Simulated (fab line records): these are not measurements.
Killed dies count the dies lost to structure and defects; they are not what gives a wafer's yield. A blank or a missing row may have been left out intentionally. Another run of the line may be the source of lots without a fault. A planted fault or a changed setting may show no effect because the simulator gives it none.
Chamber matching	flow n5_finfet	4 sister chambers for N5_GATE_CUT_DESCUM_18 on rie_diel-01
The step chemistry O2, time 7 s. 22 wafers are shown with their chamber, then 11 later ones without.

## WAFERS PAIRED WITH THEIR CHAMBERS
wafer	chamber	showerhead_plenum_p_Torr (Torr)	drypump_motor_current_A (A)	throttle_valve_pct (%)
L074.4	0	2.19	5.7	20.50
L074.5	3	2.04	4.7	20.22
L074.6	2	2.05	5.0	20.20
L077.1	1	2.01	5.8	20.08
L077.2	2	2.05	4.9	20.21
L077.5	0	2.19	5.8	20.53
L079.2	0	2.19	5.7	20.54
L079.4	1	2.01	5.7	20.10
L079.5	2	2.05	4.9	20.21
L082.2	1	2.01	5.8	20.12
L082.3	3	2.04	4.7	20.22
L082.6	3	2.04	4.7	20.22
L083.3	3	2.04	4.7	20.23
L083.4	0	2.19	5.7	20.54
L083.5	0	2.19	5.7	20.55
L084.4	1	2.01	5.8	20.12
L084.5	3	2.04	4.7	20.23
L084.6	2	2.05	5.0	20.23
L085.2	0	2.18	5.8	20.55
L085.4	1	2.01	5.8	20.10
L085.5	2	2.05	4.9	20.25
L086.1	0	2.18	5.7	20.56

SIGNATURES (means of the wafers above)
reading	chamber 0	chamber 1	chamber 2	chamber 3	scatter within a chamber
showerhead_plenum_p_Torr	2.1871	2.0100	2.0500	2.0400	0.00282
drypump_motor_current_A	5.729	5.780	4.940	4.700	0.0436
throttle_valve_pct	20.5386	20.1040	20.2200	20.2240	0.0169
Rule: a wafer's distance from a chamber is the root of the sum, over the readings, of the square of ((its reading less the chamber's mean) divided by the reading's scatter). The wafer belongs to the nearest chamber; if the next one is less than 2 further off, it can't be placed. The scatter: the root of (the sum of the squares of (reading less its chamber's mean) over the shown wafers, divided by (wafers less chambers)).

## WAFERS MISSING THEIR CHAMBER
wafer	showerhead_plenum_p_Torr (Torr)	drypump_motor_current_A (A)	throttle_valve_pct (%)
L086.2	2.05	5.0	20.24
L086.6	2.18	5.7	20.55
L093.3	2.18	5.7	20.56
L093.4	2.01	5.8	20.13
L093.6	2.03	4.7	20.26
L094.1	2.03	4.7	20.27
L094.4	2.04	4.9	20.26
L094.6	2.18	5.7	20.57
L095.1	2.00	5.8	20.14
L095.4	2.03	4.6	20.27
L095.5	2.00	5.8	20.13

## THE CHAMBER EACH PASSED THROUGH
wafer	from the rows above	in truth
L086.2	2	2
L086.6	0	0
L093.3	0	0
L093.4	1	1
L093.6	3	3
L094.1	3	3
L094.4	can't be placed: 2 or 3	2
L094.6	0	0
L095.1	1	1
L095.4	3	3
L095.5	1	1
Correctly placed: 10 of 11. Can't be placed from these rows: 1 (the true chamber is among the candidates in 1). Wrongly placed: 0.
